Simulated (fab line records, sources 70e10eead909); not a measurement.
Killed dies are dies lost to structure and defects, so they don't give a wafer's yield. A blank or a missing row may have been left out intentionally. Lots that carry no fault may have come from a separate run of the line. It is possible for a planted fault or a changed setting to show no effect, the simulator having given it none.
fab line records | flow nandHarc
record lots=14 wafers=42 lastDay=33
route steps=1302 shown A_CHANNEL_FILL_D1@517 A_ONON_D2@550 END@1302
lots untouched by any fault: they come from a run of this same line in which no faults occurred
startH: hours from the record's first day to the start of the lot's first wafer shown | waitH: hours from the lot's prior step to this one | " repeats the value in the row above | L1.1+2: one row covering several wafers at once | - either no value or no given start | * or withheld: withheld | < > ~ a bound
route shown NAME@n: a module of which the file shows steps, and the number in the route of the first | usual: mean/standard deviation of fault-free wafers | same: alike in all rows | chamber/n: place in a boat | sites: each site's reading | _std_site: their standard deviation | _edge_site: mean of outer sites minus mean of inner sites | radiusMm: how far each site lies from the wafer's centre | mask NAME#n: copy n | behind: the tool/chamber that last shaped the wafer | hold: reason for holding the lot/hours on hold/outcome of the hold | device: names the non-switching transistor (n, p or np) | end of line: at the end of the route, the tests of the same wafers | a step without rows: its recipe alone | killed: count of dies lost to structure and defects at first sort (not the wafer's yield) | map: shows each die of a wafer: x if killed, . if not, _ if none is there
set.NAME: the setting that was run; set.NAME@STEP: the one run at that earlier step | model.NAME: the simulator's own value behind a step, which no gauge read
route steps across a sampled set of lots; one table per step, one row per wafer
services: a tool's chamber out of use, with start hour (startH, from the record's first day; less than 0 if before it), hours out, and reason
## steps
# step NHARC_A_CHANNEL_FILL_D1_INSPECT_13
# usual rawDefectCount=305/110
# columns lot.wafer tool chamber startH waitH rawDefectCount
L351.1 defectInspect-01 - 231.23 0.0 455
L351.3 " - " " 248
L351.4 " - " " 404
L352.1 defectInspect-01 - 253.42 0.0 180
L352.3 " - " " 246
L352.5 " - " " 311
L353.2 defectInspect-02 - 262.07 0.0 408
L353.4 " - " " 413
L353.5 " - " " 532
L356.1 defectInspect-02 - 290.97 0.0 249
L356.4 " - " " 176
L356.6 " - " " 244
L357.1 defectInspect-02 - 298.80 0.0 439
L357.4 " - " " 257
L357.5 " - " " 352
L363.1 defectInspect-02 - 353.47 0.0 439
L363.4 " - " " 294
L363.5 " - " " 369
L364.2 defectInspect-01 - 373.69 0.0 291
L364.3 " - " " 345
L364.5 " - " " 326
L365.1 defectInspect-02 - 385.78 0.0 196
L365.3 " - " " 202
L365.4 " - " " 148
L368.1 defectInspect-02 - 405.88 0.0 388
L368.3 " - " " 533
L368.4 " - " " 396
L369.1 defectInspect-01 - 421.72 0.0 409
L369.4 " - " " 248
L369.6 " - " " 199
L370.2 defectInspect-01 - 440.14 0.0 222
L370.4 " - " " 212
L370.6 " - " " 227
L371.3 defectInspect-02 - 440.17 0.0 291
L371.4 " - " " 394
L371.5 " - " " 331
L372.2 defectInspect-01 - 453.86 0.0 206
L372.4 " - " " 230
L372.6 " - " " 157
L373.1 defectInspect-02 - 465.22 0.0 342
L373.3 " - " " 205
L373.6 " - " " 392
# step NHARC_A_ONON_D2_THK_MEAS_08
# recipe thkMeasGauge=ellipsometry
# usual thkNm=998/9.8
# columns lot.wafer tool chamber startH waitH thkNm
L351.1 filmMetro-01 - 267.97 - 997
L351.3 " - " " 1000
L351.4 " - " " 998
L352.1 filmMetro-02 - 289.30 - 998
L352.3 " - " " 996
L352.5 " - " " 998
L353.2 filmMetro-02 - 298.36 - 1005
L353.4 " - " " 1007
L353.5 " - " " 1006
L356.1 filmMetro-02 - 328.08 - 995
L356.4 " - " " 995
L356.6 " - " " 996
L357.1 filmMetro-02 - 337.09 - 992
L357.4 " - " " 993
L357.5 " - " " 993
L363.1 filmMetro-01 - 391.25 - 987
L363.4 " - " " 988
L363.5 " - " " 988
L364.2 filmMetro-01 - 411.15 - 1009
L364.3 " - " " 1009
L364.5 " - " " 1009
L365.1 filmMetro-02 - 429.80 - 1004
L365.3 " - " " 1004
L365.4 " - " " 1003
L368.1 filmMetro-01 - 442.42 - 987
L368.3 " - " " 989
L368.4 " - " " 987
L369.1 filmMetro-02 - 463.99 - 981
L369.4 " - " " 980
L369.6 " - " " 981
L371.3 filmMetro-02 - 477.03 - 1005
L371.4 " - " " 1005
L371.5 " - " " 1007
L370.2 filmMetro-01 - 477.13 - 994
L370.4 " - " " 994
L370.6 " - " " 995
L372.2 filmMetro-02 - 491.42 - 1003
L372.4 " - " " 1002
L372.6 " - " " 1002
L373.1 filmMetro-01 - 504.02 - 983
L373.3 " - " " 981
L373.6 " - " " 982
# step NHARC_A_ONON_D2_DEP_12
# recipe targetThkA=10000 n2FlowSccm=2750 n2oFlowSccm=2000 nh3FlowSccm=500 sih4FlowSccm=210 tempC=400
# usual nh3FlowSccm=499.7/1.4
# columns lot.wafer tool chamber startH waitH nh3FlowSccm
L351.1 pecvdOnon-04 0 268.59 0.1 499.6
L351.3 " 0 " " 498.6
L351.4 " 0 " " 499.3
L352.1 pecvdOnon-01 0 289.92 0.1 501.5
L352.3 " 0 " " 498.9
L352.5 " 0 " " 499.4
L353.2 pecvdOnon-04 0 299.04 0.1 499.0
L353.4 " 0 " " 498.1
L353.5 " 0 " " 498.1
L356.1 pecvdOnon-04 0 328.71 0.1 499.4
L356.4 " 0 " " 498.4
L356.6 " 0 " " 500.5
L357.1 pecvdOnon-04 0 337.71 0.1 498.4
L357.4 " 0 " " 500.8
L357.5 " 0 " " 500.7
L363.1 pecvdOnon-03 0 391.88 0.1 499.0
L363.4 " 0 " " 497.3
L363.5 " 0 " " 500.4
L364.2 pecvdOnon-01 0 411.82 0.1 501.3
L364.3 " 0 " " 498.8
L364.5 " 0 " " 498.2
L365.1 pecvdOnon-04 0 430.42 0.1 499.8
L365.3 " 0 " " 496.2
L365.4 " 0 " " 499.7
L368.1 pecvdOnon-04 0 443.05 0.1 501.2
L368.3 " 0 " " 497.9
L368.4 " 0 " " 500.9
L369.1 pecvdOnon-04 0 464.62 0.1 500.6
L369.4 " 0 " " 502.1
L369.6 " 0 " " 501.7
L371.3 pecvdOnon-03 0 477.77 0.2 497.5
L371.4 " 0 " " 496.0
L371.5 " 0 " " 499.8
L370.2 pecvdOnon-04 0 477.82 0.1 501.3
L370.4 " 0 " " 499.5
L370.6 " 0 " " 501.3
L372.2 pecvdOnon-03 0 492.11 0.1 498.1
L372.4 " 0 " " 500.1
L372.6 " 0 " " 499.1
L373.1 pecvdOnon-01 0 504.65 0.1 501.3
L373.3 " 0 " " 500.4
L373.6 " 0 " " 501.9
# step NHARC_A_ONON_D2_THK_MEAS_14
# recipe thkMeasGauge=ellipsometry
# usual thkNm=1002/8.6
# columns lot.wafer tool chamber startH waitH hold thkNm
L351.1 filmMetro-01 - 269.11 - - 1001
L351.3 " - " " - 1000
L351.4 " - " " - 1001
L352.1 filmMetro-02 - 290.43 - - 993
L352.3 " - " " - 992
L352.5 " - " " - 990
L353.2 filmMetro-02 - 299.49 - - 1007
L353.4 " - " " - 1006
L353.5 " - " " - 1006
L356.1 filmMetro-02 - 329.22 - awaitDispo/0.2h/release 1016
L356.4 " - " " awaitDispo/0.2h/release 1434
L356.6 " - " " awaitDispo/0.2h/release 1014
L356.1 filmMetro-02 - 329.39 0.2 - 1013
L356.4 " - " " - 1437
L356.6 " - " " - 1016
L357.1 filmMetro-01 - 338.23 - awaitDispo/0.2h/release 995
L357.4 " - " " awaitDispo/0.2h/release 1416
L357.5 " - " " awaitDispo/0.2h/release 996
L357.1 filmMetro-01 - 338.40 0.2 - 998
L357.4 " - " " - 1415
L357.5 " - " " - 996
L363.1 filmMetro-01 - 392.39 - - 1002
L363.4 " - " " - 1004
L363.5 " - " " - 1003
L364.2 filmMetro-01 - 412.27 - - 1021
L364.3 " - " " - 1019
L364.5 " - " " - 1019
L365.1 filmMetro-02 - 430.93 - - 1017
L365.3 " - " " - 1017
L365.4 " - " " - 1020
L368.1 filmMetro-02 - 443.56 - - 990
L368.3 " - " " - 991
L368.4 " - " " - 991
L369.1 filmMetro-01 - 465.13 - - 994
L369.4 " - " " - 998
L369.6 " - " " - 995
L371.3 filmMetro-02 - 478.16 - - 999
L371.4 " - " " - 1000
L371.5 " - " " - 997
L370.2 filmMetro-02 - 478.27 - - 1000
L370.4 " - " " - 1000
L370.6 " - " " - 999
L372.2 filmMetro-01 - 492.56 - - 998
L372.4 " - " " - 998
L372.6 " - " " - 998
L373.1 filmMetro-01 - 505.16 - - 991
L373.3 " - " " - 991
L373.6 " - " " - 990
# step NHARC_END_SORT_01
# recipe tempC=25
# usual killedAtArray=54/17 killedAtOther=1.0/1.4 killedAtPeriphery=3.6/2.1 killedDies=58/17 killedOpen=3.2/2 killedShort=2.5/1.5
# same grossDies=677
# columns lot.wafer tool chamber startH waitH hold killedAtArray killedAtOther killedAtPeriphery killedDies killedOpen killedShort
L351.1 prober-02 0 553.05 2.5 - 68 0 3 71 2 3
L351.3 prober-02 0 554.64 3.1 - 63 0 3 66 2 3
L351.4 prober-02 0 555.44 3.4 - 67 0 9 76 5 2
L352.1 prober-02 0 578.92 2.5 - 49 1 3 53 3 1
L352.3 prober-02 0 580.53 3.1 - 46 0 4 50 4 1
L352.5 prober-02 0 582.15 3.7 - 56 3 7 66 7 1
L353.2 prober-01 0 587.53 2.8 - 54 1 2 57 4 4
L353.4 prober-01 0 589.14 3.4 - 57 0 4 61 6 3
L353.5 prober-01 0 589.94 3.7 - 59 2 3 64 5 5
L356.1 prober-01 0 617.98 2.5 awaitDispo/7.0h/release 38 1 1 40 0 3
L356.4 prober-01 0 620.38 3.4 awaitDispo/7.0h/release 675 1 1 677 2 2
L356.6 prober-01 0 621.98 4.0 awaitDispo/7.0h/release 39 0 1 40 3 1
L357.1 prober-01 0 629.66 2.5 awaitDispo/4.2h/release 61 1 4 66 3 3
L357.4 prober-01 0 632.04 3.4 awaitDispo/4.2h/release 675 1 1 677 3 1
L357.5 prober-01 0 632.84 3.7 awaitDispo/4.2h/release 86 3 3 92 2 2
L369.1 prober-01 0 764.88 2.5 - 34 2 3 39 6 5
L369.4 prober-01 0 767.30 3.4 - 25 1 3 29 3 2
L369.6 prober-01 0 768.92 4.0 - 32 1 3 36 4 6
L372.2 prober-02 0 780.25 2.8 - 32 0 3 35 6 4
L372.4 prober-02 0 781.87 3.4 - 24 5 3 32 5 4
L372.6 prober-02 0 783.48 4.0 - 28 2 2 32 3 5
# killed by level:class
L351.1 A_CHANNEL_HOLE_D1:chamberFilmFlake=38 A_CHANNEL_HOLE_D2:chamberFilmFlake=10 A_CONTACT:chamberFilmFlake=8 A_CHANNEL_FILL_D1:chamberFilmFlake=3 A_STAIRCASE:chamberFilmFlake=3 A_M0:geometricParticle:open=2 P_STI:geometricParticle:short=1 A_SGD_CUT:geometricParticle:short=1
L351.3 A_CHANNEL_HOLE_D2:chamberFilmFlake=36 A_CHANNEL_HOLE_D1:chamberFilmFlake=9 A_CONTACT:chamberFilmFlake=4 A_STAIRCASE:chamberFilmFlake=3 A_SLIT:chamberFilmFlake=3 P_CONTACT:chamberFilmFlake=2 A_CHANNEL_FILL_D1:chamberFilmFlake=2 A_WL_FILL:chamberFilmFlake=2
L351.4 A_CHANNEL_HOLE_D1:chamberFilmFlake=39 A_CHANNEL_HOLE_D2:chamberFilmFlake=13 A_STAIRCASE:chamberFilmFlake=8 P_GATE:geometricParticle:open=2 P_M0:geometricParticle:open=2 A_ONON_D1:geometricParticle:short=2 P_CONTACT:chamberFilmFlake=2 A_CONTACT:chamberFilmFlake=2
L352.1 A_SLIT:chamberFilmFlake=22 A_CHANNEL_HOLE_D2:chamberFilmFlake=14 A_CONTACT:chamberFilmFlake=6 P_M1:chamberFilmFlake=3 A_WL_FILL:chamberFilmFlake=2 A_DECK1_JOINT:geometricParticle:short=1 A_ONON_D2:geometricParticle:open=1 A_CHANNEL_FILL_D2:geometricParticle:open=1
L352.3 A_SLIT:chamberFilmFlake=21 A_CHANNEL_HOLE_D2:chamberFilmFlake=10 A_CONTACT:chamberFilmFlake=7 P_M1:chamberFilmFlake=3 A_WL_FILL:chamberFilmFlake=2 P_CONTACT:geometricParticle:open=1 A_CHANNEL_FILL_D2:geometricParticle:short=1 A_CONTACT:geometricParticle:open=1
L352.5 A_SLIT:chamberFilmFlake=31 A_CHANNEL_HOLE_D2:chamberFilmFlake=12 A_CONTACT:chamberFilmFlake=4 THIN_TSV:chamberFilmFlake=3 P_M0:geometricParticle:open=2 A_M0:geometricParticle:open=2 P_M1:chamberFilmFlake=2 A_CHANNEL_FILL_D2:geometricParticle:short=1
L353.2 A_SLIT:chamberFilmFlake=25 A_CHANNEL_HOLE_D1:chamberFilmFlake=12 A_CHANNEL_HOLE_D2:chamberFilmFlake=3 A_WL_FILL:chamberFilmFlake=3 A_CHANNEL_HOLE_D2:geometricParticle:short=2 A_STAIRCASE:chamberFilmFlake=2 A_CONTACT:chamberFilmFlake=2 P_CONTACT:geometricParticle:open=1
L353.4 A_SLIT:chamberFilmFlake=27 A_CHANNEL_HOLE_D1:chamberFilmFlake=11 A_CHANNEL_HOLE_D2:chamberFilmFlake=7 A_BONDPAD:chamberFilmFlake=3 A_CHANNEL_FILL_D1:geometricParticle:open=2 A_ONON_D2:geometricParticle:open=2 P_GATE:chamberFilmFlake=2 P_M0:geometricParticle:open=1
L353.5 A_SLIT:chamberFilmFlake=30 A_CHANNEL_HOLE_D1:chamberFilmFlake=9 A_CHANNEL_HOLE_D2:chamberFilmFlake=7 A_M0:geometricParticle:open=2 A_WL_FILL:chamberFilmFlake=2 A_CONTACT:chamberFilmFlake=2 THIN_TSV:chamberFilmFlake=2 P_GATE:geometricParticle:open=1
L356.1 A_SLIT:chamberFilmFlake=21 A_CHANNEL_HOLE_D2:chamberFilmFlake=7 A_CONTACT:chamberFilmFlake=4 A_CHANNEL_HOLE_D2:geometricParticle:short=2 P_STI:geometricParticle:short=1 A_ZERO_WELL:chamberFilmFlake=1 A_CHANNEL_HOLE_D1:chamberFilmFlake=1 A_STAIRCASE:chamberFilmFlake=1
L356.4 A_ONON_D2:areaDep=621 A_SLIT:chamberFilmFlake=36 A_ZERO_WELL:chamberFilmFlake=4 A_CHANNEL_HOLE_D2:chamberFilmFlake=4 A_CHANNEL_HOLE_D1:chamberFilmFlake=3 A_STAIRCASE:chamberFilmFlake=2 A_ONON_D1:geometricParticle:short=1 A_CHANNEL_FILL_D1:geometricParticle:open=1
L356.6 A_SLIT:chamberFilmFlake=28 A_CHANNEL_HOLE_D2:chamberFilmFlake=4 A_STAIRCASE:chamberFilmFlake=2 P_CONTACT:geometricParticle:open=1 A_ONON_D2:geometricParticle:short=1 A_ONON_D2:geometricParticle:open=1 A_M0:geometricParticle:open=1 A_ZERO_WELL:chamberFilmFlake=1
L357.1 A_SLIT:chamberFilmFlake=30 A_CHANNEL_HOLE_D2:chamberFilmFlake=14 A_CHANNEL_FILL_D1:chamberFilmFlake=4 A_CONTACT:chamberFilmFlake=4 A_CHANNEL_HOLE_D1:chamberFilmFlake=3 P_M0:geometricParticle:open=2 P_M1:geometricParticle:short=2 A_ONON_D1:geometricParticle:short=1
L357.4 A_ONON_D2:areaDep=593 A_SLIT:chamberFilmFlake=29 A_CHANNEL_HOLE_D2:chamberFilmFlake=23 A_CHANNEL_HOLE_D1:chamberFilmFlake=19 A_CHANNEL_FILL_D1:chamberFilmFlake=3 A_DECK1_JOINT:chamberFilmFlake=2 P_CONTACT:geometricParticle:open=1 A_ONON_D1:geometricParticle:short=1
L357.5 A_CHANNEL_HOLE_D1:chamberFilmFlake=33 A_SLIT:chamberFilmFlake=30 A_CHANNEL_HOLE_D2:chamberFilmFlake=14 THIN_TSV:chamberFilmFlake=3 A_ZERO_WELL:chamberFilmFlake=2 A_SGD_CUT:chamberFilmFlake=2 P_STI:geometricParticle:short=1 P_CONTACT:geometricParticle:open=1
L369.1 A_CHANNEL_HOLE_D1:chamberFilmFlake=12 A_SLIT:chamberFilmFlake=6 A_WL_FILL:chamberFilmFlake=3 A_CONTACT:chamberFilmFlake=3 A_CHANNEL_FILL_D2:geometricParticle:open=2 P_M2:chamberFilmFlake=2 A_ONON_D1:geometricParticle:short=1 A_CHANNEL_HOLE_D1:geometricParticle:open=1
L369.4 A_CHANNEL_HOLE_D1:chamberFilmFlake=9 A_CONTACT:chamberFilmFlake=5 A_SLIT:chamberFilmFlake=4 P_M2:chamberFilmFlake=2 P_M1:geometricParticle:open=1 A_ONON_D1:geometricParticle:open=1 A_DECK1_JOINT:geometricParticle:short=1 A_M1:geometricParticle:open=1
L369.6 A_CHANNEL_HOLE_D1:chamberFilmFlake=11 A_CONTACT:chamberFilmFlake=4 A_SLIT:chamberFilmFlake=3 A_CHANNEL_FILL_D1:geometricParticle:short=2 A_WL_FILL:geometricParticle:short=2 A_ZERO_WELL:chamberFilmFlake=2 P_M2:geometricParticle:open=1 A_SOURCE_PLATE:geometricParticle:open=1
L372.2 A_STAIRCASE:chamberFilmFlake=8 A_CONTACT:chamberFilmFlake=6 A_SLIT:chamberFilmFlake=4 A_CHANNEL_HOLE_D1:chamberFilmFlake=2 P_CONTACT:geometricParticle:short=1 P_M0:geometricParticle:open=1 A_ONON_D1:geometricParticle:open=1 A_CHANNEL_FILL_D1:geometricParticle:open=1
L372.4 A_SLIT:chamberFilmFlake=6 A_STAIRCASE:chamberFilmFlake=4 THIN_TSV:chamberFilmFlake=4 A_CONTACT:chamberFilmFlake=3 P_M0:geometricParticle:open=1 A_SOURCE_PLATE:geometricParticle:short=1 A_CHANNEL_FILL_D1:geometricParticle:open=1 A_CHANNEL_FILL_D1:geometricParticle:short=1
L372.6 A_STAIRCASE:chamberFilmFlake=4 A_SLIT:chamberFilmFlake=4 A_CONTACT:chamberFilmFlake=4 A_ONON_D1:geometricParticle:short=2 A_CHANNEL_HOLE_D1:unspecified=2 A_WL_FILL:chamberFilmFlake=2 THIN_TSV:chamberFilmFlake=2 A_ONON_D1:geometricParticle:open=1
## services
# columns tool chamber startH hours kind
pecvdOnon-01 - 269.10 13.0 pm
pecvdOnon-04 - 311.05 13.0 pm
pecvdOnon-03 - 408.00 13.0 pm
pecvdOnon-01 - 450.10 13.0 pm
pecvdOnon-04 - 492.05 13.0 pm
## key
firstSign step=NHARC_A_ONON_D2_THK_MEAS_14 reading=visit direction=added
effect step=NHARC_A_ONON_D2_THK_MEAS_14 reading=thkNm direction=up sigmas=49 usual=1002 struck=1425
effect step=NHARC_END_SORT_01 reading=killedDies direction=up sigmas=36 usual=58 struck=677
moreKillsBornAt NHARC_A_ONON_D2_DEP_12@pecvdOnon-04=1214
metAt NHARC_A_ONON_D2_DEP_12
struckLots L356,L357
struckWafers L356.4,L357.4
laterRowsLeftOut L356.4,L357.4
testerLeftOut L356,L357
notActingAt NHARC_A_CHANNEL_FILL_D1_INSPECT_13,NHARC_A_ONON_D2_THK_MEAS_08
onsetBetween 299.04 328.71
fault kind=processParameterDrift tool=pecvdOnon-04 chamber=- onsetH=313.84 steps=NHARC_A_ONON_D2_DEP_12 channel=targetThkA offset=* shape=step endH=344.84 scope=struckWafersOnly actsIn=* stated=*
# testerLeftOut: of these lots the tester's yield and bins aren't shown, on N5 and GAA mostly nor the transistor test; their killed dies are dies lost to structure and defects alone, not to doping, threshold or leakage, so they don't give the yield
# laterRowsLeftOut: the simulator's readings of these wafers behind a module that went badly wrong aren't trusted and aren't shown, but for the sort
